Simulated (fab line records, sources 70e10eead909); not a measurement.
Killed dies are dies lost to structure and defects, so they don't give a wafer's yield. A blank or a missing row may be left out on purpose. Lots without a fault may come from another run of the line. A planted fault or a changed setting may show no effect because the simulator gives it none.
Chamber matching | flow nand_harc | NHARC_A_BONDPAD_ETCH_24 on rie_diel-09: 4 sister chambers
The step etches the open film in CF4/N2, target depth 30 nm, time 72.99 s. 20 wafers are shown with their chamber, then 10 later ones without.

WAFERS WITH THEIR CHAMBER
wafer  | chamber | drypump_motor_current_A (A) | rf_vpp_V (V) | oes_product_au (a.u.)
L260.1 | 0       | 6.2                         | 312.3        | 1.000
L260.3 | 3       | 5.2                         | 313.7        | 0.995
L260.4 | 1       | 6.0                         | 313.9        | 1.013
L259.1 | 0       | 6.2                         | 311.2        | 1.011
L259.5 | 1       | 6.1                         | 313.7        | 1.016
L259.6 | 0       | 6.2                         | 313.5        | 1.006
L261.2 | 2       | 6.2                         | 315.3        | 1.000
L261.4 | 0       | 6.2                         | 313.3        | 1.014
L261.5 | 3       | 5.2                         | 314.1        | 1.003
L262.1 | 0       | 6.2                         | 311.3        | 1.010
L262.5 | 1       | 6.1                         | 313.5        | 1.016
L262.6 | 2       | 6.2                         | 315.2        | 1.007
L263.3 | 3       | 5.2                         | 312.9        | 1.004
L263.4 | 2       | 6.2                         | 314.6        | 1.011
L263.6 | 2       | 6.2                         | 315.0        | 1.019
L268.2 | 1       | 6.0                         | 314.4        | 0.985
L268.3 | 0       | 6.2                         | 314.3        | 0.987
L268.6 | 3       | 5.2                         | 314.9        | 1.011
L267.1 | 1       | 6.1                         | 314.9        | 0.996
L267.3 | 3       | 5.2                         | 313.1        | 0.999

SIGNATURES (means of the wafers above)
reading                 | chamber 0 | chamber 1 | chamber 2 | chamber 3 | scatter within a chamber
drypump_motor_current_A | 6.200     | 6.060     | 6.200     | 5.200     | 0.0274
rf_vpp_V                | 312.650   | 314.080   | 315.025   | 313.740   | 0.869
oes_product_au          | 1.00467   | 1.00520   | 1.00925   | 1.00240   | 0.01
Rule: a wafer's distance from a chamber is the root of the sum, over the readings, of the square of ((its reading less the chamber's mean) divided by the reading's scatter). The wafer belongs to the nearest chamber; if the next one is less than 2 further off, it can't be placed. The scatter: the root of (the sum of the squares of (reading less its chamber's mean) over the shown wafers, divided by (wafers less chambers)).

WAFERS WITHOUT THEIR CHAMBER
wafer  | drypump_motor_current_A (A) | rf_vpp_V (V) | oes_product_au (a.u.)
L267.5 | 5.2                         | 313.5        | 0.998
L270.3 | 6.2                         | 313.9        | 1.027
L270.5 | 5.2                         | 313.0        | 1.006
L270.6 | 6.2                         | 315.3        | 1.023
L272.3 | 6.2                         | 311.9        | 0.996
L272.5 | 6.2                         | 311.8        | 1.009
L272.6 | 5.2                         | 314.1        | 0.997
L282.3 | 6.2                         | 312.7        | 0.998
L282.4 | 6.1                         | 315.5        | 0.974
L282.5 | 6.2                         | 314.5        | 1.008

WHICH CHAMBER EACH WENT THROUGH
wafer  | from the rows above          | in truth
L267.5 | 3                            | 3
L270.3 | can't be placed: 2 or 0      | 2
L270.5 | 3                            | 3
L270.6 | 2                            | 2
L272.3 | 0                            | 0
L272.5 | 0                            | 0
L272.6 | 3                            | 3
L282.3 | 0                            | 0
L282.4 | can't be placed: 1 or 2 or 0 | 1
L282.5 | can't be placed: 2 or 0      | 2
Placed correctly: 7 of 10. Can't be placed from these rows: 3 (the true chamber is among the candidates in 3). Placed wrongly: 0.
